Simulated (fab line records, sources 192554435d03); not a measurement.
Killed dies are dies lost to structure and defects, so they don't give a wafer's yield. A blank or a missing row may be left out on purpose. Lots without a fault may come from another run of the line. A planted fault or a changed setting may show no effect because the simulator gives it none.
fab line records | flow n5_finfet
record lots=6 wafers=18 last_day=18
route steps=1938 shown BEOL_M9@1450 PASSIVATION@1936
lots that met no fault: from a run of the same line without faults
start_h: hours from the record's first day to the start of the lot's first wafer shown | wait_h: hours since the lot's step before | " the same as in the row above | L1.1+2: a row that stands for several wafers | - no value, or no start given | * or withheld: withheld | < > ~ a bound
route shown NAME@n: a module of which the file shows steps, and the number in the route of the first | usual: mean/standard deviation of fault-free wafers | same: alike in all rows | chamber/n: place in a boat | sites: the reading at each site | _std_site: their standard deviation | _edge_site: outer sites' mean less inner sites' | radius_mm: how far each site lies from the wafer's centre | mask NAME#n: copy n | behind: the tool/chamber that last shaped the wafer | hold: why the lot was held/for how many hours/how that ended | device: the transistor (n, p or np) that didn't switch | end of line: the same wafers' tests at the end of the route | a step without rows: its recipe alone | killed: dies lost to structure and defects at the first sort, not the wafer's yield | map: a wafer's dies, x killed, . not, _ none there
set.NAME: the setting as run; set.NAME@STEP: as run at that earlier step | model.NAME: the simulator's own value behind a step, which no gauge read
lots at some steps of the route; a table a step, a row a wafer
services: from which hour (start_h, from the record's first day; less than 0 if before it) a tool's chamber was out of use, for how many hours, and why
## steps
# step N5_BEOL_M9_HM_STRIP_39
# recipe chemistry=peroxide_tin_strip material=TiN target_depth_a=250 temp_c=50 time_s=158
# step N5_BEOL_M9_SRD_40
# recipe time_s=30 temp_c=23 rinse_liquid=diw dry=ipa_marangoni
# step N5_BEOL_M9_PRECLEAN_42
# recipe chemistry=residue_remover time_s=60 temp_c=40
# step N5_BEOL_M9_SRD_43
# recipe time_s=30 temp_c=23 rinse_liquid=diw dry=ipa_marangoni
# step N5_BEOL_M9_CD_MEAS_35
# recipe target_cd_nm=70 target_cd_y_nm=40 polarity=opening
# usual cd_nm=69.8/0.87
# columns lot.wafer tool chamber start_h wait_h cd_nm
L484.4 cd_sem-03 - 210.12 0.0 71.1
L484.5 " - " " 69.8
L484.6 " - " " 68.6
L487.1 cd_sem-02 - 230.81 0.0 70.0
L487.3 " - " " 70.2
L487.5 " - " " 71.1
L490.2 cd_sem-02 - 251.87 0.0 69.1
L490.4 " - " " 69.8
L490.5 " - " " 68.6
L492.2 cd_sem-01 - 259.08 0.0 70.5
L492.3 " - " " 69.2
L492.4 " - " " 68.1
L503.1 cd_sem-02 - 337.56 0.0 69.1
L503.3 " - " " 71.5
L503.6 " - " " 71.3
L506.2 cd_sem-01 - 358.05 0.0 70.0
L506.3 " - " " 69.7
L506.4 " - " " 69.5
# step N5_BEOL_M9_CURE_72
# recipe temp_c=370 time_s=120 ambient=DMADMS/He material=SiCOH_lowk
# usual lamp_power_pct=52.31/0.053 wafer_temp_C_max=371.5/0.5
# same time_s=120
# columns lot.wafer tool chamber start_h wait_h lamp_power_pct wafer_temp_C_max
L484.4 uv_cure-03 2 210.31 0.2 52.37 371.3
L484.5 " 2 " " 52.16 371.3
L484.6 " 2 " " 52.34 371.2
L487.1 uv_cure-03 1 230.85 0.0 52.31 371.9
L487.3 " 1 " " 52.33 372.0
L487.5 " 1 " " 52.28 371.9
L490.2 uv_cure-02 0 251.96 0.1 52.32 371.4
L490.4 " 0 " " 52.31 371.3
L490.5 " 0 " " 52.26 371.4
L492.2 uv_cure-02 0 259.17 0.1 52.32 371.4
L492.3 " 0 " " 52.31 371.4
L492.4 " 0 " " 52.26 371.5
L503.1 uv_cure-01 0 337.60 0.0 52.41 371.4
L503.3 " 0 " " 52.28 371.3
L503.6 " 0 " " 52.24 371.1
L506.2 uv_cure-03 2 358.14 0.1 52.28 371.1
L506.3 " 2 " " 52.29 371.6
L506.4 " 2 " " 52.35 371.6
# step N5_BEOL_M9_DEGAS_44
# recipe ambient=vacuum temp_c=250 time_s=60
# step N5_BEOL_M9_PRE_CLEAN_45
# recipe gas=H2/He time_s=30 temp_c=250
# usual heater_power_w=324/33
# same time_s=30
# columns lot.wafer tool chamber start_h wait_h heater_power_w
L484.4 pvd_sputter-03 - 210.59 0.0 366
L484.5 " - " " 317
L484.6 " - " " 366
L487.1 pvd_sputter-02 - 231.53 0.0 351
L487.3 " - " " 293
L487.5 " - " " 286
L490.2 pvd_sputter-03 - 252.61 0.0 327
L490.4 " - " " 356
L490.5 " - " " 319
L492.2 pvd_sputter-03 - 260.55 0.0 331
L492.3 " - " " 364
L492.4 " - " " 373
L503.1 pvd_sputter-02 - 338.00 0.0 293
L503.3 " - " " 292
L503.6 " - " " 351
L506.2 pvd_sputter-03 - 359.35 0.0 374
L506.3 " - " " 329
L506.4 " - " " 320
# step N5_BEOL_M9_ALD_74
# recipe material=TaN target_thk_a=20 temp_c=275 ald_precursor_family=PDMAT ald_co_reactant=NH3 pressure_torr=3 carrier_flow_sccm=1500 pulse_time_s=2 purge_time_s=3 co_reactant_purge_time_s=2 co_reactant_pulse_time_s=3 ald_cycles=40 precursor_vessel_temp_c=75 precursor_vessel_pressure_torr=26.25 precursor_vessel_carrier_sccm=1000
# step N5_BEOL_M9_SURFACE_TREAT_79
# recipe gas=Ar time_s=* ion_energy_ev=* ion_current_ma_cm2=0.5 pressure_mtorr=* ar_flow_sccm=30
# usual throttle_valve_pct=*
# same time_s=*
# columns lot.wafer tool chamber start_h wait_h throttle_valve_pct
L484.4 pvd_sputter-01 - 211.15 0.2 *
L484.5 " - " " *
L484.6 " - " " *
L487.1 pvd_sputter-02 - 231.87 0.2 *
L487.3 " - " " *
L487.5 " - " " *
L490.2 pvd_sputter-03 - 253.05 0.2 *
L490.4 " - " " *
L490.5 " - " " *
L492.2 pvd_sputter-02 - 260.98 0.2 *
L492.3 " - " " *
L492.4 " - " " *
L503.1 pvd_sputter-03 - 338.51 0.2 *
L503.3 " - " " *
L503.6 " - " " *
L506.2 pvd_sputter-02 - 359.92 0.4 *
L506.3 " - " " *
L506.4 " - " " *
# step N5_BEOL_M9_CVD_78
# recipe material=Co target_thk_a=20 temp_c=withheld precursor=CCTBA/H2 pressure_torr=30 time_s=138.9
# step N5_BEOL_M9_SPUTTER_48
# recipe material=Cu target_thk_a=120 temp_c=-20 bias_v=60 power_w=26000 chamber_pressure_pa=0.13 time_s=2
# usual throttle_valve_pct=30.2/1
# same time_s=2
# columns lot.wafer tool chamber start_h wait_h throttle_valve_pct
L484.4 pvd_sputter-03 - 211.41 0.1 29.5
L484.5 " - " " 31.9
L484.6 " - " " 30.2
L487.1 pvd_sputter-01 - 232.07 0.1 29.8
L487.3 " - " " 29.4
L487.5 " - " " 30.1
L490.2 pvd_sputter-02 - 255.94 2.6 29.5
L490.4 " - " " 29.8
L490.5 " - " " 29.8
L492.2 pvd_sputter-02 - 261.22 0.1 32.2
L492.3 " - " " 29.6
L492.4 " - " " 29.8
L503.1 pvd_sputter-01 - 338.76 0.1 30.1
L503.3 " - " " 29.3
L503.6 " - " " 30.2
L506.2 pvd_sputter-02 - 360.12 0.1 29.7
L506.3 " - " " 29.8
L506.4 " - " " 32.2
# step N5_BEOL_M9_ECD_50
# recipe material=Cu target_thk_a=3180
# columns lot.wafer tool chamber start_h wait_h
L484.4+5+6 ecd_cu-02 0,1,0 211.56 0.1
L487.1+3+5 ecd_cu-01 0,1,1 232.19 0.1
L487.1+3+5 ecd_cu-01 0,1,1 232.48 0.3
L490.2+4+5 ecd_cu-02 1,1,0 256.06 0.1
L492.2+3+4 ecd_cu-02 1,0,1 261.34 0.1
L492.2+3+4 ecd_cu-02 1,0,1 261.63 0.3
L503.1+3+6 ecd_cu-02 1,0,1 338.88 0.1
L506.2+3+4 ecd_cu-01 0,1,0 360.23 0.1
# step N5_BEOL_M9_ANNEAL_51
# recipe temp_c=225 time_s=90 ambient=N2
# usual anneal_temp_c=224.99/0.14 wafer_temp_C_max=226.2/0.44
# same time_s=90
# columns lot.wafer tool chamber start_h wait_h anneal_temp_c wafer_temp_C_max
L484.4 rtp_anneal-01 0 212.11 0.5 224.90 225.8
L484.5 " 0 " " 225.22 226.0
L484.6 " 0 " " 224.91 225.7
L487.1 rtp_anneal-02 0 234.47 2.0 224.84 226.0
L487.3 " 0 " " 224.80 226.0
L487.5 " 0 " " 225.38 226.2
L490.2 rtp_anneal-02 0 256.38 0.3 224.96 226.5
L490.4 " 0 " " 224.96 226.1
L490.5 " 0 " " 225.20 226.3
L492.2 rtp_anneal-01 0 261.79 0.1 224.90 225.8
L492.3 " 0 " " 224.87 225.8
L492.4 " 0 " " 224.91 226.0
L503.1 rtp_anneal-02 0 339.77 0.9 225.24 226.6
L503.3 " 0 " " 225.20 226.7
L503.6 " 0 " " 225.04 226.5
L506.2 rtp_anneal-02 0 360.52 0.3 225.10 225.9
L506.3 " 0 " " 225.07 227.5
L506.4 " 0 " " 225.13 226.4
# step N5_BEOL_M9_CMP_52
# recipe stop_on=SiCOH_lowk t_overpolish_s=7 down_force_psi=1 platen_rpm=50 clearing_platen_down_force_psi=1.5 clearing_platen_rpm=50 post_cmp_clean=cu_alkaline target_thk_nm=140 clearing_platen_pad_velocity_m_s=0.99484 pad_velocity_m_s=0.99484
# usual barrier_field_endpoint_s=28.8/0.98 head_pressure_psi=0.9997/0.0019 motor_current_A=6.0/0.57 overpolish_run_s=7.000/0.009 platen_rpm=50.00/0.037 slurry_filter_dp_kPa=13.50/0.14 time_to_endpoint_s=65/4.6
# columns lot.wafer tool chamber start_h wait_h barrier_field_endpoint_s head_pressure_psi motor_current_A overpolish_run_s platen_rpm slurry_filter_dp_kPa time_to_endpoint_s
L484.4 cmp-02 1 212.35 0.2 28.3 1.0001 6.8 6.985 50.09 13.54 60
L484.5 " 3 " " 29.2 1.0011 6.4 6.998 49.99 13.60 68
L484.6 " 0 " " 29.0 0.9954 6.3 6.992 49.97 13.49 59
L487.3 cmp-02 1 234.76 0.2 28.7 0.9998 6.8 7.000 49.93 13.53 129
L487.1 " 3 " " 29.8 1.0006 6.1 6.996 49.99 13.64 133
L487.5 " 2 " " 28.4 1.0018 6.4 6.998 49.94 13.40 122
L490.2 cmp-01 3 256.73 0.3 29.2 0.9992 5.6 6.988 50.07 13.56 74
L490.4 " 0 " " 28.1 0.9990 5.8 7.002 50.03 13.65 64
L490.5 " 2 " " 28.6 0.9973 6.0 6.998 50.04 13.43 64
L492.3 cmp-01 2 262.04 0.2 28.1 1.0018 5.9 7.008 50.03 13.74 131
L492.2 " 3 " " 30.0 1.0024 5.7 7.000 49.98 13.82 135
L492.4 " 0 " " 28.9 1.0023 5.9 7.009 50.04 13.39 129
L503.1 cmp-04 2 340.10 0.3 28.8 0.9970 6.5 7.009 50.02 13.53 65
L503.3 " 1 " " 28.8 1.0005 5.3 6.994 50.02 13.55 68
L503.6 " 2 " " 28.9 1.0010 7.1 7.012 49.96 13.20 64
L506.2 cmp-04 0 360.77 0.2 28.4 1.0018 5.2 7.006 49.99 13.38 62
L506.4 " 1 " " 29.2 1.0028 5.2 7.015 49.97 13.51 66
L506.3 " 2 " " 27.3 1.0004 6.5 7.001 49.95 13.44 64
# step N5_BEOL_M9_THK_MEAS_53
# recipe thk_meas_gauge=xrf reads=Cu_of_BEOL_M9_ECD_50
# usual M9_THK=137/3.5
# columns lot.wafer tool chamber start_h wait_h M9_THK[nm]
L484.4 film_metro-02 - 212.57 - 132
L484.5 " - " " 135
L484.6 " - " " 134
L487.1 film_metro-02 - 235.06 - 136
L487.3 " - " " 136
L487.5 " - " " 135
L490.2 film_metro-01 - 256.95 - 140
L490.4 " - " " 134
L490.5 " - " " 138
L492.2 film_metro-02 - 262.33 - 133
L492.3 " - " " 135
L492.4 " - " " 134
L503.1 film_metro-02 - 340.39 - 136
L503.3 " - " " 135
L503.6 " - " " 134
L506.2 film_metro-01 - 361.07 - 140
L506.3 " - " " 145
L506.4 " - " " 144
# step N5_PASSIVATION_PROBE_49
# usual defect_limited_yield=91.5/1.5 killed_at_M0_to_M3=33/9.9 killed_at_M4_up=14/5.2 killed_at_contacts=11/5.2 killed_at_front_end=38/10 killed_at_other=4/3.5 killed_dies=100/18 killed_open=66/14 killed_short=32/6.9 sort_bin_4_leakage=0.00/0.027 sort_bin_5_function=5.0/1 sort_bin_6_memory=3.1/0.69 sort_bin_8_speed=0.03/0.26 sort_n_pass=1080/18 sort_yield_pct=91.5/1.5
# same gross_dies=1180 killed_at_back_side=0
# columns lot.wafer tool chamber start_h wait_h defect_limited_yield[%] killed_at_M0_to_M3 killed_at_M4_up killed_at_contacts killed_at_front_end killed_at_other killed_dies killed_open killed_short sort_bin_4_leakage[%] sort_bin_5_function[%] sort_bin_6_memory[%] sort_bin_8_speed[%] sort_n_pass sort_yield_pct[%]
L487.1 prober-01 - 292.65 0.0 89.8 44 12 16 47 1 120 82 36 0 5.9 3.9 0 1060 89.8
L487.3 prober-01 - 292.75 0.1 94.0 21 9 12 27 2 71 47 23 0 3.5 2.2 0 1109 94.0
L487.5 prober-01 - 292.85 0.2 93.2 25 13 11 24 7 80 63 16 0.17 4.2 2.5 0 1098 93.1
L490.2 prober-02 - 333.66 0.2 91.0 47 15 13 30 1 106 72 34 0 5.7 3.1 0 1074 91.0
L490.4 prober-02 - 333.76 0.3 91.9 36 7 7 40 6 96 59 37 0 5.0 2.9 0 1084 91.9
L490.5 prober-02 - 333.81 0.3 92.3 28 17 7 34 5 91 56 35 0 4.6 2.6 0 1089 92.3
L503.1 prober-01 - 392.10 0.0 90.9 29 14 13 50 1 107 71 32 0 5.5 3.1 0 1073 90.9
L503.3 prober-01 - 392.20 0.1 90.8 33 6 16 53 0 108 66 40 0 5.6 3.2 0 1072 90.8
L503.6 prober-01 - 392.35 0.3 91.0 43 8 6 47 2 106 65 39 0 5.3 3.2 0 1074 91.0
# killed by level:class
L487.1 STI_FIN_REVEAL:geometric_particle:open=15 MOL_CONTACT_COAG:geometric_particle:open=13 BEOL_M0_SAQP:geometric_particle:short=12 FIN_SAQP:geometric_particle:open=11 BEOL_M2:geometric_particle:open=10 BEOL_M1:geometric_particle:open=9 FIN_SAQP:geometric_particle:short=8 BEOL_M8:geometric_particle:open=7
L487.3 MOL_CONTACT_COAG:geometric_particle:open=12 FIN_SAQP:geometric_particle:short=6 STI_FIN_REVEAL:geometric_particle:open=5 BEOL_M1:geometric_particle:open=5 BEOL_M0_SAQP:geometric_particle:short=5 FIN_SAQP:geometric_particle:open=4 GATE_CUT:geometric_particle:short=4 BEOL_M0_SAQP:geometric_particle:open=3
L487.5 STI_FIN_REVEAL:geometric_particle:open=10 MOL_CONTACT_COAG:geometric_particle:open=10 BEOL_M0_SAQP:geometric_particle:open=8 BEOL_M2:geometric_particle:open=6 BEOL_M0_SAQP:geometric_particle:short=5 PAD_METAL:geometric_particle:open=4 FIN_SAQP:geometric_particle:short=3 BEOL_M6:geometric_particle:open=3
L490.2 BEOL_M2:geometric_particle:open=14 BEOL_M0_SAQP:geometric_particle:short=12 MOL_CONTACT_COAG:geometric_particle:open=11 STI_FIN_REVEAL:geometric_particle:open=10 BEOL_M0_SAQP:geometric_particle:open=9 BEOL_M4:geometric_particle:open=6 FIN_SAQP:geometric_particle:short=5 FIN_SAQP:geometric_particle:open=5
L490.4 BEOL_M0_SAQP:geometric_particle:open=13 BEOL_M0_SAQP:geometric_particle:short=11 FIN_SAQP:geometric_particle:open=8 FIN_SAQP:geometric_particle:short=7 MOL_CONTACT_COAG:geometric_particle:open=6 STARTING-WAFER:geometric_particle:open=6 STI_FIN_REVEAL:geometric_particle:open=4 BEOL_M2:geometric_particle:open=4
L490.5 BEOL_M0_SAQP:geometric_particle:short=11 STI_FIN_REVEAL:geometric_particle:open=9 BEOL_M0_SAQP:geometric_particle:open=9 BEOL_M4:geometric_particle:open=7 MOL_CONTACT_COAG:geometric_particle:open=5 BEOL_M4:geometric_particle:short=5 STARTING-WAFER:geometric_particle:short=5 FIN_SAQP:geometric_particle:open=4
L503.1 BEOL_M3:geometric_particle:open=13 MOL_CONTACT_COAG:geometric_particle:open=11 FIN_SAQP:geometric_particle:open=10 STI_FIN_REVEAL:geometric_particle:open=10 FIN_SAQP:geometric_particle:short=9 DUMMY_GATE:geometric_particle:open=5 GATE_CUT:geometric_particle:short=4 BEOL_M0_SAQP:geometric_particle:open=4
L503.3 FIN_SAQP:geometric_particle:open=15 FIN_SAQP:geometric_particle:short=14 STI_FIN_REVEAL:geometric_particle:open=12 MOL_CONTACT_COAG:geometric_particle:open=12 BEOL_M0_SAQP:geometric_particle:short=8 BEOL_M1:geometric_particle:open=8 BEOL_M3:geometric_particle:open=7 BEOL_M3:geometric_particle:short=5
L503.6 FIN_SAQP:geometric_particle:open=16 FIN_SAQP:geometric_particle:short=15 BEOL_M3:geometric_particle:open=13 BEOL_M0_SAQP:geometric_particle:short=9 BEOL_M1:geometric_particle:open=8 BEOL_M0_SAQP:geometric_particle:open=7 STI_FIN_REVEAL:geometric_particle:open=5 STARTING-WAFER:geometric_particle:short=4
## services
# columns tool chamber start_h hours kind
cmp-04 - 213.83 0.9 repair
cmp-01 - 213.90 4.0 pm
rtp_anneal-02 - 218.50 6.7 pm
uv_cure-03 - 220.47 1.2 repair
ecd_cu-01 - 229.77 2.2 repair
cmp-04 - 233.19 1.7 repair
ecd_cu-01 - 234.98 7.6 pm
cmp-01 - 236.25 10.6 pm
cmp-02 - 252.02 4.6 pm
uv_cure-01 - 256.24 22.2 pm
cmp-01 - 257.26 2.1 repair
cmp-02 - 259.66 5.2 repair
uv_cure-02 - 267.26 2.1 pm
cmp-02 - 269.14 1.4 repair
cmp-04 - 286.21 1.1 repair
cmp-04 - 292.15 4.0 pm
uv_cure-03 - 306.76 28.1 pm
cmp-04 - 317.03 4.6 repair
ecd_cu-01 - 328.57 0.5 repair
cmp-01 - 339.06 4.9 pm
uv_cure-03 - 344.30 7.1 pm
cmp-01 - 349.24 1.2 repair
uv_cure-02 - 351.54 7.5 pm
uv_cure-02 - 359.09 6.0 pm
## key
first_sign step=N5_BEOL_M9_ECD_50 reading=visit direction=added
effect step=N5_BEOL_M9_CMP_52 reading=time_to_endpoint_s direction=up sigmas=14 usual=* struck=*
met_at N5_BEOL_M9_ECD_50
struck_wafers L487.1,L487.3,L487.5,L492.2,L492.3,L492.4
fault kind=repeated_step_whole tool=ecd_cu-01,ecd_cu-02 chamber=- onset_h=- steps=N5_BEOL_M9_ECD_50 times=1 scope=struck_lots_only
